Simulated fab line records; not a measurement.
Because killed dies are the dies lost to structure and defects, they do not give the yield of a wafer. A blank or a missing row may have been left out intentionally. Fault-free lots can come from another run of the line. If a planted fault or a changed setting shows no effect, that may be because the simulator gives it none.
A lot that was struck, set against a sound lot -- flow nand harc -- 15 steps out of a route of 1159
Sound: wafers L322.1, L322.3, L322.6. The struck wafers were L324.1, L324.5, L324.6. The cause comes at the end.
At each step with rows: each side's tool, then ch and its chambers, then its first start. Under that, the readings that differ: sound wafers -- struck wafers -- difference of the means -- sigmas: that difference in standard deviations of wafers without a fault.
alike: readings whose means differ by less than 2 such deviations, and words and numbers that are the same on both sides. not compared: withheld readings, readings that some wafer has no value for, bounds like >300 that may hide the same value, and numbers for which the record gives no deviation and whose values overlap.
Wherever a step has rows on one side only, a row that says differs or no value, or a row with sigmas, the two part there. When numbers do not overlap yet have no deviation, they are printed without sigmas and do not part them. A reading missing from all wafers of one side parts the sides only when that side holds two or more wafers.

NHARC_P_M0_INSPECT_11:
  sound on defect inspect-01, day 7 16:19; struck on defect inspect-02, day 8 03:33
  alike: raw defect count
NHARC_P_M0_DESCUM_14: chemistry O2, time 3 s.
  sound on rie diel-11 ch 0,3, day 7 16:22; struck on rie diel-02 ch 1,2, day 8 03:37
  alike: drypump motor current A, oes product au, rf vpp V, showerhead plenum p Torr, throttle valve pct
  not compared: rf hours counter h
NHARC_P_M0_ETCH_34: etches the open film in N2/H2, target depth 40 nm, overetch 12 nm, time 43.94 s.
  sound on rie diel-11 ch 0,1,3, day 7 16:28; struck on rie diel-02 ch 0,1,3, day 8 03:43
  alike: bias w, drypump motor current A, oes product au, rf vpp V, showerhead plenum p Torr, throttle valve pct
  not compared: rf hours counter h
NHARC_P_M0_ETCH_15: etches the open film in C4F8/Ar, target depth 150 nm, overetch 15 nm, time 82.5 s.
  sound on rie diel-11 ch 1,2,3; struck on rie diel-02 ch 0,3
reading,sound,struck,difference,sigmas
oes product au (a.u.),0.926 0.934 0.925,0.985 0.988 0.980,+0.056,+3
  alike: bias w, rf vpp V
  not compared: rf hours counter h
NHARC_P_M0_CD_MEAS_16:
  sound on cd sem-02, day 7 16:40; struck on cd sem-02, day 8 03:55
  alike: cd nm
then, 4 steps without rows for these wafers: NHARC_P_M0_STRIP_18 (strips in N2/H2); NHARC_P_M0_STRIP_19 (strips in post etch residue remover, time 600 s); NHARC_P_M0_DEGAS_28 (time 60 s); NHARC_P_M0_PRE_CLEAN_29 (time 30 s).
NHARC_P_M0_PVD_20: deposits TaN, target thk 5 nm, time 8.06 s.
  sound on pvd sputter-03; struck on pvd sputter-03
  alike: throttle valve pct
NHARC_P_M0_PVD_21: deposits Cu, target thk 30 nm, time 20.49 s.
  sound on pvd sputter-03; struck on pvd sputter-03
  alike: throttle valve pct
then, 1 step without rows for these wafers: NHARC_P_M0_ECD_22 (material Cu, target thk 400 nm).
NHARC_P_M0_ANNEAL_30: time 90 s.
  sound on rtp anneal-02 ch 0, day 7 18:02; struck on rtp anneal-01, day 8 05:17
  no value came back on the struck wafers for anneal temp c (C), anneal temp c max, wafer_temp_C_max; on the sound wafers anneal temp c (C) reads 224.89 224.83 224.91
then, 2 steps without rows for these wafers: NHARC_P_M0_CMP_23 (polishes, t overpolish 20 s, target thk 117.53 nm); NHARC_END_SORT_01.

WHERE THEY PART
Earliest at NHARC_P_M0_ETCH_15; latest, in this record, at NHARC_P_M0_ANNEAL_30.

WHY: the cause the simulator had injected
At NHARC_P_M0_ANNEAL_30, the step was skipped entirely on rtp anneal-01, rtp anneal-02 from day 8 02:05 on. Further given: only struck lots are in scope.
